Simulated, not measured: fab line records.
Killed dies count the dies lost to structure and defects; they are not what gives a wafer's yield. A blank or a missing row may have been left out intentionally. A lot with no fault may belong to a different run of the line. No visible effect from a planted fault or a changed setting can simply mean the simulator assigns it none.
2 desks looking at one fault | flow nandHarc | what lay behind the numbers comes last; until then each desk has only its own

## FOR THE TOOL OWNER'S DESK: cmp-02
The tool's own readings at NHARC_P_CONTACT_CMP_24 (polishes, t overpolish 30 s, target thk 200 nm): means of the sampled wafers that have a number, for each lot that ran on this tool. If a lot's mean is further than 4 standard deviations from the usual mean, the lot is out of limits and carries the mark OUT (the distance appears in the brackets).
Columns: A = motorCurrentA at NHARC_P_CONTACT_CMP_24, usual 12.2 A; B = overpolishRunS at NHARC_P_CONTACT_CMP_24, usual 30.000 s; C = padLifeWafers at NHARC_P_CONTACT_CMP_24, usual 259; D = timeToEndpointS at NHARC_P_CONTACT_CMP_24, usual 40.3 s
lot  | first seen here | A    | B      | C   | D
L754 | day 5 23:57     | 12.9 | 30.005 | 548 | 39.5
L756 | day 6 12:40     | 11.6 | 30.003 | 2   | 40.1
L759 | day 6 22:58     | 11.0 | 30.000 | 61  | 38.4
L764 | day 8 00:52     | 12.3 | 29.995 | 177 | 31.9 (-4.0) OUT
L765 | day 9 00:38     | 12.4 | 30.002 | 307 | 32.2
L768 | day 9 10:20     | 13.6 | 30.005 | 350 | 31.5 (-4.2) OUT
Finding of this desk: L764, L768 out of limits; the first was L764 at day 8 00:52, on timeToEndpointS at NHARC_P_CONTACT_CMP_24. Within limits: L754, L756, L759, L765.

## THE DEFECT DESK
Per lot, the means of the sampled wafers with a number show what the inspections along the route counted. If a lot's mean is further than 4 standard deviations from the usual mean, the lot is out of limits and carries the mark OUT (the distance appears in the brackets).
Columns: A = rawDefectCount at NHARC_P_M0_INSPECT_11, usual 4.0
lot  | first seen here | A
L755 | day 6 01:01     | 3.7
L754 | day 6 01:23     | 4.0
L756 | day 6 14:05     | 2.0
L757 | day 6 14:14     | 4.3
L758 | day 6 17:04     | 2.3
L759 | day 7 00:23     | 4.7
L764 | day 8 02:07     | 4.0
L765 | day 9 01:56     | 2.5
L768 | day 9 11:54     | 3.5
L770 | day 9 20:58     | 4.7
L772 | day 10 08:32    | 3.7
L773 | day 10 17:14    | 3.3
L775 | day 11 05:19    | 4.3
L776 | day 11 06:34    | 4.7
L777 | day 11 15:16    | 4.0
This desk found nothing out of limits on any of the 15 lots.

## PUT TOGETHER
The tool owner's desk had the chance to raise an alarm at day 8 00:52 on L764, L768.
The defect desk saw nothing out of limits.
The defect desk has L764, L768 on record, within its limits.
All the named lots went through NHARC_P_CONTACT_CMP_24 on cmp-02.

## WHAT HAD BEEN PUT IN BY THE SIMULATOR
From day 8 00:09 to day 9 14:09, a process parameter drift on cmp-02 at NHARC_P_CONTACT_CMP_24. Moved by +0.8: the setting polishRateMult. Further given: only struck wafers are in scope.
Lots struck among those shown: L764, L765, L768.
Time in hours from fault onset to the first out-of-limits reading at each desk: the tool owner's desk, 1.
